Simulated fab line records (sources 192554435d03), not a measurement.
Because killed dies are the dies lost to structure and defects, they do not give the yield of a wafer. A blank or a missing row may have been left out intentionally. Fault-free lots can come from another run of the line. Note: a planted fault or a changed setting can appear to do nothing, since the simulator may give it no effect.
Chamber matching ; flow n5Finfet ; pecvd-03 running N5_BEOL_M9_PECVD_70: 3 sister chambers
The step deposits SiO2 from TEOS/O2, target thk 20 nm, time 22.7 s. 22 wafers are shown with their chamber, then 11 later ones without.

## WAFERS, EACH WITH ITS CHAMBER
wafer;chamber;throttleValvePct (%);heaterPowerW (W);heaterPowerOuterW (W)
L078.1;1;23.4;871;496
L078.3;2;21.9;586;328
L078.6;0;23.4;829;477
L079.3;0;23.1;842;501
L079.5;1;23.2;839;479
L079.6;2;21.9;712;412
L081.2;2;21.7;703;414
L081.4;2;21.8;713;393
L081.6;1;23.4;816;474
L084.3;2;21.7;635;348
L084.4;1;23.3;834;482
L084.5;0;23.4;849;477
L085.2;2;21.7;721;417
L085.3;0;23.3;840;472
L085.6;2;21.7;722;411
L086.1;0;23.5;758;430
L086.2;1;23.4;816;475
L086.4;1;23.3;807;467
L087.2;2;21.7;625;354
L087.3;0;23.1;782;438
L087.6;0;23.1;761;447
L088.1;1;23.5;789;419

SIGNATURES, as means of the wafers listed above
reading;chamber 0;chamber 1;chamber 2;scatter within a chamber
throttleValvePct;23.271;23.357;21.762;0.124
heaterPowerW;808.71;824.57;677.12;42.2
heaterPowerOuterW;463.14;470.29;384.62;29.3
Rule: for each reading, subtract the chamber's mean from the wafer's reading, divide by that reading's scatter and square the result; add these up over the readings and take the root, which gives the wafer's distance from the chamber. The wafer belongs to the nearest chamber; if the next one is less than 2 further off, it can't be placed. The scatter: the root of (the sum of the squares of (reading less its chamber's mean) over the shown wafers, divided by (wafers less chambers)).

## WAFERS WHOSE CHAMBER IS MISSING
wafer;throttleValvePct (%);heaterPowerW (W);heaterPowerOuterW (W)
L088.2;21.8;719;398
L088.4;21.7;720;410
L091.1;23.4;888;523
L091.3;22.0;718;405
L091.4;21.9;723;426
L089.1;23.3;844;485
L089.4;22.0;701;392
L089.6;23.3;767;460
L092.2;21.9;718;409
L092.4;23.5;858;529
L092.6;22.1;727;419

## WHICH CHAMBER EACH WENT THROUGH
wafer;from the rows above;in truth
L088.2;2;2
L088.4;2;2
L091.1;can't be placed: 1 or 0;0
L091.3;2;2
L091.4;2;2
L089.1;can't be placed: 1 or 0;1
L089.4;2;2
L089.6;can't be placed: 0 or 1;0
L092.2;2;2
L092.4;can't be placed: 1 or 0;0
L092.6;2;2
Correctly placed: 7 of 11. From these rows, 4 cannot be placed; in 4 the true chamber is one of the candidates. Number placed wrongly: 0.
